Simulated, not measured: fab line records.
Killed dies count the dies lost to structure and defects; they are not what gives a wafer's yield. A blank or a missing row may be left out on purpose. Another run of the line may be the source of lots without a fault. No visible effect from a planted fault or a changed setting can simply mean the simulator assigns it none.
Chamber matching :: flow n5 finfet :: 3 sister chambers for N5_BEOL_M4_PECVD_72 on pecvd-03
The step deposits SiO2 from TEOS/O2, target thk 16 nm, time 18 s. 3 wafers are shown with their chamber, then 9 later ones without.

== WAFERS WITH THEIR CHAMBER ==
wafer: L091.6
chamber: 1
throttle valve pct (%): 22.9

wafer: L090.4
chamber: 0
throttle valve pct (%): 21.9

wafer: L090.5
chamber: 2
throttle valve pct (%): 20.9

== WAFERS WHOSE CHAMBER IS MISSING ==
wafer: L092.1
throttle valve pct (%): 20.7

wafer: L092.4
throttle valve pct (%): 21.6

wafer: L092.6
throttle valve pct (%): 20.7

wafer: L096.4
throttle valve pct (%): 21.6

wafer: L096.5
throttle valve pct (%): 22.6

wafer: L096.6
throttle valve pct (%): 21.0

wafer: L097.1
throttle valve pct (%): 21.4

wafer: L097.4
throttle valve pct (%): 22.8

wafer: L097.5
throttle valve pct (%): 20.9

== WHICH CHAMBER EACH ONE RAN IN ==
wafer: L092.1
from the rows above: 2
in truth: 2

wafer: L092.4
from the rows above: can't be placed: 0 or 2
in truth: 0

wafer: L092.6
from the rows above: 2
in truth: 2

wafer: L096.4
from the rows above: can't be placed: 0 or 2
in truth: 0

wafer: L096.5
from the rows above: can't be placed: 1 or 0
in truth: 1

wafer: L096.6
from the rows above: 2
in truth: 2

wafer: L097.1
from the rows above: can't be placed: 0 or 2
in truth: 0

wafer: L097.4
from the rows above: 1
in truth: 1

wafer: L097.5
from the rows above: 2
in truth: 2
Correct placement for 5 of the 9. Cannot be placed on the basis of these rows: 4; the candidates contain the true chamber in 4. 0 placed wrongly.
How it was worked out, from the rows above alone: a wafer's distance from a chamber is the root of the sum, over the readings, of the square of ((its reading less the chamber's mean) divided by the reading's scatter). If the next closest chamber is less than 2 further off than the closest, the wafer can't be placed; otherwise it belongs to the closest. A chamber's mean is the mean of its shown wafers. The scatter: root of mean squared gap, hidden wafer to nearest shown wafer, with one shown wafer a chamber.
